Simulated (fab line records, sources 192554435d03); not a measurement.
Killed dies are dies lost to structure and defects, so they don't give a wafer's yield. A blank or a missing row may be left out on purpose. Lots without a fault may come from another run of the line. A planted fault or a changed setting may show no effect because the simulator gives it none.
fab line records | flow n5_finfet
record lots=24 wafers=72 last_day=18
route steps=1938 shown BEOL_M5@1180 BEOL_M6@1194
lots that met no fault: from a run of the same line without faults
start_h: hours from the record's first day to the start of the lot's first wafer shown | wait_h: hours since the lot's step before | " the same as in the row above | L1.1+2: a row that stands for several wafers | - no value, or no start given | * or withheld: withheld | < > ~ a bound
route shown NAME@n: a module of which the file shows steps, and the number in the route of the first | usual: mean/standard deviation of fault-free wafers | same: alike in all rows | chamber/n: place in a boat | sites: the reading at each site | _std_site: their standard deviation | _edge_site: outer sites' mean less inner sites' | radius_mm: how far each site lies from the wafer's centre | mask NAME#n: copy n | behind: the tool/chamber that last shaped the wafer | hold: why the lot was held/for how many hours/how that ended | device: the transistor (n, p or np) that didn't switch | end of line: the same wafers' tests at the end of the route | a step without rows: its recipe alone | killed: dies lost to structure and defects at the first sort, not the wafer's yield | map: a wafer's dies, x killed, . not, _ none there
set.NAME: the setting as run; set.NAME@STEP: as run at that earlier step | model.NAME: the simulator's own value behind a step, which no gauge read
steps of the route over a sample of lots; a table a step, a row a wafer
services: from which hour (start_h, from the record's first day; less than 0 if before it) a tool's chamber was out of use, for how many hours, and why
## steps
# step N5_BEOL_M5_ANNEAL_84
# recipe temp_c=400 time_s=1800 ambient=vacuum
# usual heater_power_w=858/88
# columns lot.wafer tool chamber start_h wait_h heater_power_w
L074.2 pvd_sputter-01 - 168.72 0.0 755
L074.3 " - " " 861
L074.4 " - " " 900
L075.2 pvd_sputter-02 - 175.71 0.0 898
L075.4 " - " " 858
L075.5 " - " " 882
L076.1 pvd_sputter-03 - 181.75 0.0 1009
L076.3 " - " " 786
L076.4 " - " " 849
L078.1 pvd_sputter-03 - 188.08 0.0 845
L078.3 " - " " 808
L078.6 " - " " 958
L077.1 pvd_sputter-02 - 189.88 0.0 770
L077.4 " - " " 922
L077.6 " - " " 838
L079.1 pvd_sputter-02 - 199.62 0.0 782
L079.3 " - " " 841
L079.5 " - " " 828
L080.1 pvd_sputter-03 - 205.61 0.0 996
L080.2 " - " " 900
L080.4 " - " " 981
L081.1 pvd_sputter-01 - 219.94 0.0 731
L081.2 " - " " 732
L081.3 " - " " 918
L082.1 pvd_sputter-02 - 227.37 0.0 916
L082.2 " - " " 788
L082.6 " - " " 911
L083.1 pvd_sputter-03 - 241.92 0.0 883
L083.2 " - " " 1002
L083.4 " - " " 970
L084.1 pvd_sputter-01 - 249.08 0.0 742
L084.3 " - " " 848
L084.6 " - " " 836
L085.2 pvd_sputter-03 - 254.45 0.0 1039
L085.3 " - " " 956
L085.6 " - " " 973
L086.2 pvd_sputter-01 - 255.68 0.0 865
L086.3 " - " " 749
L086.4 " - " " 716
L088.1 pvd_sputter-02 - 256.17 0.0 852
L088.2 " - " " 767
L088.5 " - " " 843
L087.2 pvd_sputter-01 - 261.37 0.0 842
L087.4 " - " " 901
L087.6 " - " " 719
L089.1 pvd_sputter-02 - 261.77 0.0 851
L089.5 " - " " 901
L089.6 " - " " 845
L090.1 pvd_sputter-03 - 265.57 0.0 815
L090.3 " - " " 1018
L090.5 " - " " 806
L091.2 pvd_sputter-03 - 286.62 0.0 809
L091.3 " - " " 865
L091.4 " - " " 981
L092.1 pvd_sputter-03 - 291.08 0.0 964
L092.2 " - " " 862
L092.5 " - " " 1012
L094.2 pvd_sputter-02 - 294.90 0.0 780
L094.5 " - " " 768
L094.6 " - " " 825
L093.2 pvd_sputter-01 - 296.23 0.0 922
L093.4 " - " " 748
L093.6 " - " " 908
L095.1 pvd_sputter-02 - 311.65 0.0 840
L095.3 " - " " 902
L095.4 " - " " 761
L096.1 pvd_sputter-03 - 311.69 0.0 1031
L096.2 " - " " 806
L096.3 " - " " 869
L097.1 pvd_sputter-01 - 315.52 0.0 837
L097.4 " - " " 714
L097.5 " - " " 752
# step N5_BEOL_M5_ANNEAL_51
# recipe temp_c=225 time_s=90 ambient=N2
# usual wafer_temp_C_max=226.0/0.41
# columns lot.wafer tool chamber start_h wait_h wafer_temp_C_max
L074.2 rtp_anneal-01 0 171.19 0.2 226.3
L074.3 " 0 " " 226.2
L074.4 " 0 " " 226.4
L075.2 rtp_anneal-01 0 178.05 0.1 226.3
L075.4 " 0 " " 225.9
L075.5 " 0 " " 226.3
L076.1 rtp_anneal-02 0 184.05 0.1 225.6
L076.3 " 0 " " 225.6
L076.4 " 0 " " 225.3
L078.1 rtp_anneal-02 0 190.37 0.1 225.5
L078.3 " 0 " " 225.7
L078.6 " 0 " " 225.6
L077.1 rtp_anneal-02 0 192.17 0.1 225.7
L077.4 " 0 " " 225.6
L077.6 " 0 " " 225.6
L079.1 rtp_anneal-01 0 201.91 0.1 226.3
L079.3 " 0 " " 226.2
L079.5 " 0 " " 226.1
L080.1 rtp_anneal-01 0 207.96 0.1 226.1
L080.2 " 0 " " 226.0
L080.4 " 0 " " 226.3
L081.1 rtp_anneal-02 0 222.24 0.1 225.6
L081.2 " 0 " " 225.5
L081.3 " 0 " " 225.5
L082.1 rtp_anneal-02 0 229.67 0.1 225.4
L082.2 " 0 " " 225.7
L082.6 " 0 " " 225.9
L083.1 rtp_anneal-01 0 244.45 0.3 226.2
L083.2 " 0 " " 226.5
L083.4 " 0 " " 226.7
L084.1 rtp_anneal-01 0 251.37 0.1 226.3
L084.3 " 0 " " 226.5
L084.6 " 0 " " 226.3
L085.2 rtp_anneal-01 0 256.84 0.2 226.4
L085.3 " 0 " " 226.4
L085.6 " 0 " " 226.4
L086.2 rtp_anneal-01 0 258.03 0.1 226.7
L086.3 " 0 " " 226.4
L086.4 " 0 " " 226.8
L088.1 rtp_anneal-02 0 258.47 0.1 225.7
L088.2 " 0 " " 225.8
L088.5 " 0 " " 225.9
L087.2 rtp_anneal-02 0 263.72 0.1 225.7
L087.4 " 0 " " 225.6
L087.6 " 0 " " 225.5
L089.1 rtp_anneal-01 0 264.06 0.1 226.2
L089.5 " 0 " " 226.7
L089.6 " 0 " " 226.4
L090.1 rtp_anneal-02 0 267.98 0.2 225.6
L090.3 " 0 " " 225.7
L090.5 " 0 " " 225.6
L091.2 rtp_anneal-01 0 289.13 0.2 226.8
L091.3 " 0 " " 226.4
L091.4 " 0 " " 226.6
L092.1 rtp_anneal-01 0 293.38 0.1 226.2
L092.2 " 0 " " 226.7
L092.5 " 0 " " 226.5
L094.2 rtp_anneal-02 0 297.24 0.1 225.7
L094.5 " 0 " " 225.5
L094.6 " 0 " " 225.8
L093.2 rtp_anneal-02 0 298.58 0.1 225.8
L093.4 " 0 " " 225.5
L093.6 " 0 " " 225.8
L095.1 rtp_anneal-02 0 313.94 0.1 225.3
L095.3 " 0 " " 225.6
L095.4 " 0 " " 225.6
L096.1 rtp_anneal-01 0 313.99 0.1 226.6
L096.2 " 0 " " 226.2
L096.3 " 0 " " 226.8
L097.1 rtp_anneal-02 0 318.02 0.3 225.6
L097.4 " 0 " " 225.4
L097.5 " 0 " " 225.6
# step N5_BEOL_M6_ILD_DEP_00
# recipe material=SiCOH_lowk target_thk_a=1797.5 temp_c=300 precursor=DEMS/porogen pressure_torr=5 rf_w=500 time_s=33.4
# usual heater_power_w=341/60 showerhead_plenum_p_Torr=5.748/0.014 throttle_valve_pct=13.8/0.59
# columns lot.wafer tool chamber start_h wait_h heater_power_w showerhead_plenum_p_Torr throttle_valve_pct
L074.2 pecvd-04 1 172.12 0.0 372 5.741 14.6
L074.3 " 0 " " 424 5.745 13.3
L074.4 " 2 " " 350 5.762 13.0
L075.2 pecvd-04 2 178.94 0.0 388 5.746 12.4
L075.4 " 2 " " 383 5.758 12.9
L075.5 " 1 " " 392 5.736 14.7
L076.1 pecvd-02 0 184.96 0.0 373 5.771 13.5
L076.3 " 2 " " 208 5.747 13.3
L076.4 " 0 " " 376 5.758 13.6
L078.1 pecvd-01 0 191.29 0.0 254 5.743 13.9
L078.3 " 1 " " 335 5.750 14.0
L078.6 " 2 " " 391 5.763 13.5
L077.1 pecvd-01 0 193.09 0.0 276 5.732 13.9
L077.4 " 2 " " 376 5.760 13.5
L077.6 " 1 " " 370 5.750 14.1
L079.1 pecvd-01 0 202.83 0.0 300 5.723 14.1
L079.3 " 0 " " 298 5.753 14.0
L079.5 " 0 " " 305 5.741 13.9
L080.1 pecvd-04 1 208.97 0.0 411 5.721 15.0
L080.2 " 0 " " 380 5.757 13.4
L080.4 " 0 " " 385 5.742 13.1
L081.1 pecvd-01 0 223.15 0.0 263 5.721 14.4
L081.2 " 1 " " 374 5.753 14.3
L081.3 " 1 " " 363 5.752 14.2
L082.1 pecvd-01 0 230.58 0.0 289 5.738 14.3
L082.2 " 1 " " 372 5.746 14.2
L082.6 " 1 " " 387 5.742 14.1
L083.1 pecvd-01 1 245.37 0.0 351 5.746 14.5
L083.2 " 2 " " 373 5.745 12.7
L083.4 " 1 " " 362 5.747 14.5
L084.1 pecvd-01 2 252.29 0.0 408 5.771 13.1
L084.3 " 1 " " 388 5.748 13.9
L084.6 " 1 " " 318 5.749 14.0
L085.2 pecvd-04 1 257.93 0.0 380 5.735 14.6
L085.3 " 0 " " 426 5.736 13.4
L085.6 " 2 " " 407 5.760 13.0
L086.2 pecvd-02 1 259.06 0.0 240 5.745 14.2
L086.3 " 0 " " 334 5.774 13.7
L086.4 " 1 " " 243 5.740 14.1
L088.1 pecvd-04 1 259.83 0.0 353 5.736 14.8
L088.2 " 0 " " 369 5.732 13.4
L088.5 " 2 " " 374 5.755 13.1
L089.1 pecvd-02 1 265.75 0.0 244 5.741 14.3
L089.5 " 1 " " 240 5.745 13.9
L089.6 " 2 " " 253 5.746 13.2
L087.2 pecvd-04 2 266.04 0.0 385 5.756 12.7
L087.4 " 2 " " 405 5.755 12.8
L087.6 " 0 " " 417 5.740 13.3
L090.1 pecvd-02 1 268.94 0.0 275 5.734 14.3
L090.3 " 0 " " 365 5.768 13.5
L090.5 " 1 " " 277 5.755 14.2
L091.2 pecvd-04 1 290.00 0.0 428 5.729 14.5
L091.3 " 2 " " 325 5.764 13.2
L091.4 " 2 " " 343 5.741 12.8
L092.1 pecvd-02 2 294.56 0.0 240 5.749 13.5
L092.2 " 1 " " 272 5.736 14.1
L092.5 " 1 " " 282 5.758 14.2
L094.2 pecvd-01 1 298.15 0.0 384 5.760 14.4
L094.5 " 0 " " 269 5.748 14.1
L094.6 " 2 " " 349 5.766 13.1
L093.2 pecvd-02 1 299.47 0.0 231 5.734 14.0
L093.4 " 2 " " 193 5.748 13.5
L093.6 " 0 " " 341 5.772 13.6
L095.1 pecvd-01 0 314.86 0.0 282 5.738 14.0
L095.3 " 1 " " 394 5.747 14.1
L095.4 " 2 " " 331 5.762 12.9
L096.1 pecvd-01 2 315.18 0.0 356 5.760 13.0
L096.2 " 0 " " 280 5.745 14.1
L096.3 " 1 " " 390 5.752 14.1
L097.1 pecvd-04 2 318.94 0.0 391 5.744 12.8
L097.4 " 2 " " 385 5.766 13.1
L097.5 " 1 " " 410 5.747 14.9
# step N5_BEOL_M6_HM_DEP_02
# recipe material=TiN target_thk_a=200 temp_c=25 chamber_pressure_pa=0.49996
# usual throttle_valve_pct=30.2/1.4
# columns lot.wafer tool chamber start_h wait_h throttle_valve_pct
L074.2 pvd_sputter-01 - 174.25 1.5 29.1
L074.3 " - " " 29.9
L074.4 " - " " 31.2
L075.2 pvd_sputter-02 - 181.50 1.9 30.2
L075.4 " - " " 31.2
L075.5 " - " " 29.8
L076.1 pvd_sputter-03 - 190.69 5.1 30.6
L076.3 " - " " 32.3
L076.4 " - " " 29.8
L078.1 pvd_sputter-03 - 192.95 0.5 30.6
L078.3 " - " " 29.6
L078.6 " - " " 29.7
L077.1 pvd_sputter-03 - 195.38 1.6 30.2
L077.4 " - " " 32.4
L077.6 " - " " 28.3
L079.1 pvd_sputter-02 - 204.59 1.1 31.2
L079.3 " - " " 29.9
L079.5 " - " " 28.0
L080.1 pvd_sputter-02 - 210.92 1.3 31.5
L080.2 " - " " 27.9
L080.4 " - " " 29.8
L081.1 pvd_sputter-03 - 224.45 0.6 30.0
L081.2 " - " " 32.6
L081.3 " - " " 29.7
L082.1 pvd_sputter-01 - 231.89 0.7 31.5
L082.2 " - " " 30.1
L082.6 " - " " 31.7
L083.1 pvd_sputter-03 - 247.08 1.1 29.7
L083.2 " - " " 28.2
L083.4 " - " " 32.6
L084.1 pvd_sputter-01 - 253.25 0.3 31.5
L084.3 " - " " 29.8
L084.6 " - " " 31.4
L085.2 pvd_sputter-01 - 258.86 0.3 30.2
L085.3 " - " " 31.2
L085.6 " - " " 31.1
L086.2 pvd_sputter-03 - 261.59 1.9 28.5
L086.3 " - " " 30.0
L086.4 " - " " 32.3
L088.1 pvd_sputter-03 - 262.17 1.5 32.2
L088.2 " - " " 30.3
L088.5 " - " " 30.1
L089.1 pvd_sputter-03 - 267.94 1.6 32.3
L089.5 " - " " 28.2
L089.6 " - " " 30.2
L087.2 pvd_sputter-03 - 268.04 1.4 32.6
L087.4 " - " " 28.2
L087.6 " - " " 32.5
L090.1 pvd_sputter-01 - 271.32 1.8 31.5
L090.3 " - " " 29.3
L090.5 " - " " 31.2
L091.2 pvd_sputter-02 - 292.34 1.7 31.5
L091.3 " - " " 28.0
L091.4 " - " " 29.9
L092.1 pvd_sputter-02 - 297.41 2.2 31.2
L092.2 " - " " 30.1
L092.5 " - " " 31.4
L094.2 pvd_sputter-03 - 298.91 0.1 30.6
L094.5 " - " " 30.3
L094.6 " - " " 28.2
L093.2 pvd_sputter-01 - 301.13 1.0 31.0
L093.4 " - " " 30.0
L093.6 " - " " 31.6
L095.1 pvd_sputter-02 - 317.27 1.8 29.9
L095.3 " - " " 27.9
L095.4 " - " " 31.6
L096.1 pvd_sputter-02 - 317.55 1.7 31.4
L096.2 " - " " 29.9
L096.3 " - " " 31.2
L097.1 pvd_sputter-03 - 323.31 3.3 32.3
L097.4 " - " " 28.2
L097.5 " - " " 32.2
# step N5_BEOL_M6_CD_MEAS_18
# recipe pitch_nm=80 target_cd_nm=40
# usual cd_nm=40.0/0.72
# columns lot.wafer tool chamber start_h wait_h cd_nm
L074.2 cd_sem-02 - 175.29 0.1 40.2
L074.3 " - " " 42.0
L074.4 " - " " 40.8
L075.2 cd_sem-03 - 182.42 0.1 40.7
L075.4 " - " " 40.2
L075.5 " - " " 40.9
L076.1 cd_sem-03 - 191.94 0.0 38.9
L076.3 " - " " 40.6
L076.4 " - " " 39.7
L078.1 cd_sem-02 - 193.87 0.0 40.5
L078.3 " - " " 41.1
L078.6 " - " " 41.1
L077.1 cd_sem-03 - 196.54 0.0 40.1
L077.4 " - " " 39.3
L077.6 " - " " 40.4
L079.1 cd_sem-01 - 206.13 0.0 38.6
L079.3 " - " " 40.6
L079.5 " - " " 38.4
L080.1 cd_sem-02 - 212.40 0.0 41.0
L080.2 " - " " 40.4
L080.4 " - " " 40.8
L081.1 cd_sem-02 - 225.50 0.0 40.0
L081.2 " - " " 40.2
L081.3 " - " " 39.5
L082.1 cd_sem-01 - 232.81 0.0 39.9
L082.2 " - " " 39.7
L082.6 " - " " 39.9
L083.1 cd_sem-01 - 248.24 0.0 39.9
L083.2 " - " " 39.3
L083.4 " - " " 40.9
L084.1 cd_sem-01 - 254.30 0.0 39.6
L084.3 " - " " 40.7
L084.6 " - " " 40.1
L085.2 cd_sem-03 - 259.90 0.1 39.8
L085.3 " - " " 40.3
L085.6 " - " " 40.1
L086.2 cd_sem-01 - 262.78 0.1 39.8
L086.3 " - " " 40.0
L086.4 " - " " 40.7
L088.1 cd_sem-02 - 263.34 0.0 39.2
L088.2 " - " " 39.5
L088.5 " - " " 38.4
L089.1 cd_sem-01 - 268.87 0.0 38.5
L089.5 " - " " 38.7
L089.6 " - " " 39.0
L087.2 cd_sem-01 - 268.96 0.1 40.2
L087.4 " - " " 40.2
L087.6 " - " " 39.9
L090.1 cd_sem-03 - 272.50 0.0 39.8
L090.3 " - " " 40.0
L090.5 " - " " 38.5
L091.2 cd_sem-02 - 293.26 0.1 40.2
L091.3 " - " " 39.0
L091.4 " - " " 39.9
L092.1 cd_sem-02 - 298.57 0.0 40.4
L092.2 " - " " 41.6
L092.5 " - " " 41.2
L094.2 cd_sem-03 - 299.95 0.1 39.9
L094.5 " - " " 39.4
L094.6 " - " " 39.5
L093.2 cd_sem-03 - 302.18 0.1 40.3
L093.4 " - " " 40.9
L093.6 " - " " 40.6
L095.1 cd_sem-02 - 319.64 0.0 40.3
L095.3 " - " " 40.4
L095.4 " - " " 39.8
L096.1 cd_sem-01 - 320.29 0.0 40.0
L096.2 " - " " 39.0
L096.3 " - " " 39.3
L097.1 cd_sem-03 - 324.75 0.0 39.0
L097.4 " - " " 39.8
L097.5 " - " " 39.2
# step N5_BEOL_M6_ALD_77
# recipe material=TaN target_thk_a=20 temp_c=275 ald_precursor_family=PDMAT ald_co_reactant=NH3 pressure_torr=3 carrier_flow_sccm=1500 pulse_time_s=2 purge_time_s=3 co_reactant_purge_time_s=2 co_reactant_pulse_time_s=3 ald_cycles=40 precursor_vessel_temp_c=75 precursor_vessel_pressure_torr=26.25 precursor_vessel_carrier_sccm=1000
# usual heater_power_w=420/34 mfc_carrier_sccm=1500/5.1 precursor_vessel_carrier_sccm=999.9/3 precursor_vessel_temp_c=75.00/0.13
# columns lot.wafer tool chamber start_h wait_h heater_power_w mfc_carrier_sccm precursor_vessel_carrier_sccm precursor_vessel_temp_c
L074.2 ald_metal-04 3 179.10 0.0 397 1493 995.4 74.83
L074.3 " 0 " " 425 1503 998.9 75.09
L074.4 " 1 " " 427 1505 996.8 74.79
L075.2 ald_metal-04 1 185.02 0.1 422 1507 1000.2 75.11
L075.4 " 2 " " 441 1494 1001.3 74.89
L075.5 " 2 " " 435 1495 1001.6 74.93
L076.1 ald_metal-03 3 195.40 0.0 459 1506 998.7 75.11
L076.3 " 0 " " 433 1494 1003.2 74.98
L076.4 " 2 " " 429 1504 1005.2 74.86
L078.1 ald_metal-01 3 196.94 0.0 455 1496 1000.8 74.89
L078.3 " 1 " " 350 1502 999.4 74.83
L078.6 " 0 " " 405 1490 1002.1 75.07
L077.1 ald_metal-03 2 199.16 0.1 422 1497 999.1 74.79
L077.4 " 0 " " 424 1490 999.4 75.16
L077.6 " 1 " " 363 1495 999.2 75.07
L079.1 ald_metal-04 0 207.96 0.0 437 1507 1001.0 75.00
L079.3 " 1 " " 439 1502 1004.7 74.96
L079.5 " 3 " " 388 1498 994.2 74.94
L080.1 ald_metal-01 0 214.70 0.0 407 1489 992.1 75.03
L080.2 " 3 " " 457 1507 996.4 75.12
L080.4 " 2 " " 473 1498 998.1 75.16
L081.1 ald_metal-01 3 229.19 0.2 451 1505 999.8 74.83
L081.2 " 1 " " 357 1507 998.4 74.88
L081.3 " 2 " " 480 1499 998.9 75.04
L082.1 ald_metal-01 3 236.18 0.0 451 1495 999.5 75.10
L082.2 " 2 " " 467 1498 997.1 74.89
L082.6 " 0 " " 415 1498 999.5 75.10
L083.1 ald_metal-03 1 252.65 0.0 362 1496 998.4 74.96
L083.2 " 0 " " 423 1500 1001.1 74.92
L083.4 " 2 " " 441 1508 998.8 74.84
L084.1 ald_metal-04 3 258.16 0.2 387 1494 999.6 74.88
L084.3 " 0 " " 426 1488 996.1 74.90
L084.6 " 2 " " 433 1514 996.7 75.08
L085.2 ald_metal-04 1 262.49 0.1 423 1501 999.0 75.09
L085.3 " 0 " " 419 1501 1000.0 74.83
L085.6 " 2 " " 435 1497 1003.7 74.83
L086.2 ald_metal-03 2 264.77 0.0 415 1493 999.0 74.94
L086.3 " 1 " " 351 1506 996.4 74.69
L086.4 " 3 " " 482 1499 1003.2 75.06
L088.1 ald_metal-04 1 268.25 0.0 432 1502 996.8 75.06
L088.2 " 0 " " 419 1497 996.7 75.01
L088.5 " 1 " " 432 1505 1002.2 75.10
L089.1 ald_metal-03 3 272.54 0.1 485 1495 998.4 75.12
L089.5 " 1 " " 355 1503 997.8 74.89
L089.6 " 2 " " 422 1501 1003.3 75.04
L087.2 ald_metal-04 2 272.60 0.0 425 1504 1001.0 74.91
L087.4 " 0 " " 428 1504 1001.4 74.99
L087.6 " 1 " " 435 1494 998.6 75.36
L090.1 ald_metal-01 3 275.32 0.0 455 1505 1004.9 75.07
L090.3 " 1 " " 346 1499 1000.3 74.91
L090.5 " 1 " " 340 1492 996.8 75.00
L091.2 ald_metal-04 2 297.85 0.0 429 1500 1000.5 74.90
L091.3 " 1 " " 415 1498 996.9 75.02
L091.4 " 3 " " 376 1501 999.2 74.99
L094.2 ald_metal-04 3 302.23 0.0 403 1499 995.9 75.11
L094.5 " 1 " " 428 1494 1003.8 75.20
L094.6 " 2 " " 444 1507 995.1 75.12
L092.1 ald_metal-01 3 302.47 0.1 445 1502 1002.1 75.16
L092.2 " 1 " " 351 1499 1001.9 74.98
L092.5 " 3 " " 458 1510 1001.1 75.14
L093.2 ald_metal-04 1 304.35 0.0 418 1510 996.2 74.93
L093.4 " 3 " " 392 1506 999.0 75.30
L093.6 " 1 " " 419 1506 1000.6 74.93
L096.1 ald_metal-04 1 324.79 0.3 427 1502 999.6 74.99
L096.2 " 2 " " 431 1500 1000.2 74.87
L096.3 " 3 " " 386 1492 997.4 74.94
L095.1 ald_metal-01 3 325.91 0.1 453 1501 1004.2 74.96
L095.3 " 2 " " 470 1495 1002.0 75.10
L095.4 " 1 " " 356 1498 999.3 74.84
L097.1 ald_metal-04 1 326.46 0.0 429 1500 1007.3 74.98
L097.4 " 0 " " 429 1505 999.0 74.90
L097.5 " 1 " " 426 1501 1004.6 74.80
## services
# columns tool chamber start_h hours kind
pecvd-01 2 169.32 2.1 scheduled_down
pecvd-04 0 178.14 6.4 repair
pecvd-02 - 181.06 0.7 repair
pecvd-01 - 191.71 0.4 repair
pecvd-01 2 202.38 - clean
pecvd-01 2 202.38 - consumable_replace:showerhead
pecvd-01 2 202.38 29.0 scheduled_down
pecvd-01 2 202.38 29.0 vent_cycle
pecvd-02 2 213.72 5.5 scheduled_down
ald_metal-03 - 234.39 8.7 pm
ald_metal-03 3 243.38 8.7 repair
ald_metal-01 0 252.53 34.1 repair
ald_metal-01 - 257.65 6.0 pm
pecvd-04 2 266.62 5.5 scheduled_down
rtp_anneal-01 - 280.92 5.7 pm
pecvd-02 1 281.52 5.5 scheduled_down
ald_metal-03 0 291.00 3.5 repair
pecvd-04 0 297.54 2.1 scheduled_down
pecvd-02 - 297.64 0.7 repair
## key
fault none
